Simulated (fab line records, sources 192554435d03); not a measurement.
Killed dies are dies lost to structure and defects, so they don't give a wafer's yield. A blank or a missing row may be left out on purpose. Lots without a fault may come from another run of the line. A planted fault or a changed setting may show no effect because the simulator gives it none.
Split-lot experiment | flow n5_finfet | 7 lots, 39 wafers read, on a route of 1938 steps

THE SPLIT
At N5_BEOL_M12_DEP_53 (deposits SiCN from 3MS/NH3, target thk 30 nm, time 10.5 s), the setting time_s was moved away from the recipe's 10.5 s on 18 of the 39 wafers read, by -58.2% to +37.2%. The other wafers ran this setting at the recipe's value.

The reading is taken at the split's own step.

THE READING
SiCN_of_BEOL_M12_DEP_53.thk_nm (the simulator's own value, which no gauge read), in nm, at N5_BEOL_M12_DEP_53 (deposits SiCN from 3MS/NH3, target thk 30 nm, time 10.5 s). The file gives no usual value for it. The 21 wafers here that ran the recipe average 30.1 nm, standard deviation 0.36 nm.

wafer  | tool, chamber at the split | time_s as run, s | against the recipe | SiCN_of_BEOL_M12_DEP_53.thk_nm, nm | against lot-mates on the recipe
L075.1 | pecvd-04, 2                | 4.391            | -58.2%             | 12.4                               | -17.4
L075.2 | pecvd-04, 0                | 4.391            | -58.2%             | 12.6                               | -17.2
L075.3 | pecvd-04, 1                | 10.5             | recipe             | 29.8                               | -
L075.4 | pecvd-04, 0                | 4.391            | -58.2%             | 13                                 | -16.8
L075.5 | pecvd-04, 1                | 10.5             | recipe             | 30                                 | -
L075.6 | pecvd-04, 2                | 10.5             | recipe             | 29.6                               | -
L080.1 | pecvd-01, 0                | 6.569            | -37.4%             | 19                                 | -10.9
L080.2 | pecvd-01, 2                | 10.5             | recipe             | 29.6                               | -
L080.3 | pecvd-01, 1                | 10.5             | recipe             | 29.8                               | -
L080.4 | pecvd-01, 0                | 6.569            | -37.4%             | 19.8                               | -10.1
L080.5 | pecvd-01, 1                | 6.569            | -37.4%             | 19.6                               | -10.3
L080.6 | pecvd-01, 2                | 10.5             | recipe             | 30.2                               | -
L083.1 | pecvd-03, 0                | 6.954            | -33.8%             | 19.8                               | -10.3
L083.2 | pecvd-03, 2                | 10.5             | recipe             | 29.8                               | -
L083.3 | pecvd-03, 1,0              | 10.5             | recipe             | 30.2                               | -
L083.6 | pecvd-03, 1,0              | 10.5             | recipe             | 30.2                               | -
L083.4 | pecvd-03, 1                | 6.954            | -33.8%             | 20.8                               | -9.3
L083.5 | pecvd-03, 2                | 6.954            | -33.8%             | 20.2                               | -9.9
L084.3 | pecvd-01, 0                | 10.5             | recipe             | 29.8                               | -
L084.5 | pecvd-01, 0,1              | 10.5             | recipe             | 30.6                               | -
L084.6 | pecvd-01, 0,1              | 10.5             | recipe             | 30.6                               | -
L093.1 | pecvd-04, 0                | 12.41            | +18.2%             | 34.8                               | +5.0
L093.2 | pecvd-04, 2                | 12.41            | +18.2%             | 35                                 | +5.2
L093.3 | pecvd-04, 1                | 10.5             | recipe             | 29.4                               | -
L093.4 | pecvd-04, 0,2              | 10.5             | recipe             | 30                                 | -
L093.5 | pecvd-04, 0,2              | 10.5             | recipe             | 30                                 | -
L093.6 | pecvd-04, 1                | 12.41            | +18.2%             | 35.2                               | +5.4
L095.1 | pecvd-03, 0,1              | 10.5             | recipe             | 30.2                               | -
L095.2 | pecvd-03, 0,1              | 10.5             | recipe             | 30.2                               | -
L095.3 | pecvd-03, 2                | 14.41            | +37.2%             | 40.4                               | +10.0
L095.4 | pecvd-03, 2                | 14.41            | +37.2%             | 41                                 | +10.6
L095.5 | pecvd-03, 0                | 14.41            | +37.2%             | 41.4                               | +11.0
L095.6 | pecvd-03, 1                | 10.5             | recipe             | 30.8                               | -
L096.1 | pecvd-04, 0                | 4.709            | -55.2%             | 14.2                               | -16.2
L096.6 | pecvd-04, 0                | 4.709            | -55.2%             | 14.2                               | -16.2
L096.2 | pecvd-04, 1                | 10.5             | recipe             | 30.4                               | -
L096.3 | pecvd-04, 2                | 10.5             | recipe             | 30.2                               | -
L096.4 | pecvd-04, 2                | 10.5             | recipe             | 30.6                               | -
L096.5 | pecvd-04, 1                | 4.709            | -55.2%             | 14                                 | -16.4
Where a row lists several chambers, the file gives one row for several wafers and doesn't say which wafer went through which chamber.

THE FIT
A straight line over all 39 wafers: SiCN_of_BEOL_M12_DEP_53.thk_nm changes by +0.291 nm for each +1% of time_s; r = +1.00; the points scatter about the line by 0.4 nm.
The same after taking each lot's own level away (the mean of its wafers on the recipe; 39 wafers): +0.29 nm for each +1%; r = +1.00; scatter 0.34 nm.
On that fit, the largest move of time_s shifts the reading by 17 nm.
The lots' own levels span 29.80 to 30.40 nm, that is 1.7 times the standard deviation above.
So the lot-to-lot level changes the slope little: the two slopes agree.
Check: with one of the wafers moved furthest among these (-58.2%) left out of the fit, the line predicts -16.8 nm for it against its lot-mates. It came out at -17.4 nm against them.

OTHER SPLITS ON THESE WAFERS
These wafers also went through other splits before the reading. Each is held against what the fit with the lots' levels taken away leaves over:
other split on the same wafers           | wafers away from the commonest value | r with SiCN_of_BEOL_M12_DEP_53.thk_nm (lot level and that fit taken away)
N5_BEOL_M9_TRENCH_ETCH_37 target_depth_a | 18                                   | -0.06

THE FILE'S OWN FIT
SiCN_of_BEOL_M12_DEP_53.thk_nm changes by +0.29 nm for each +1% of time_s, r = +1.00.
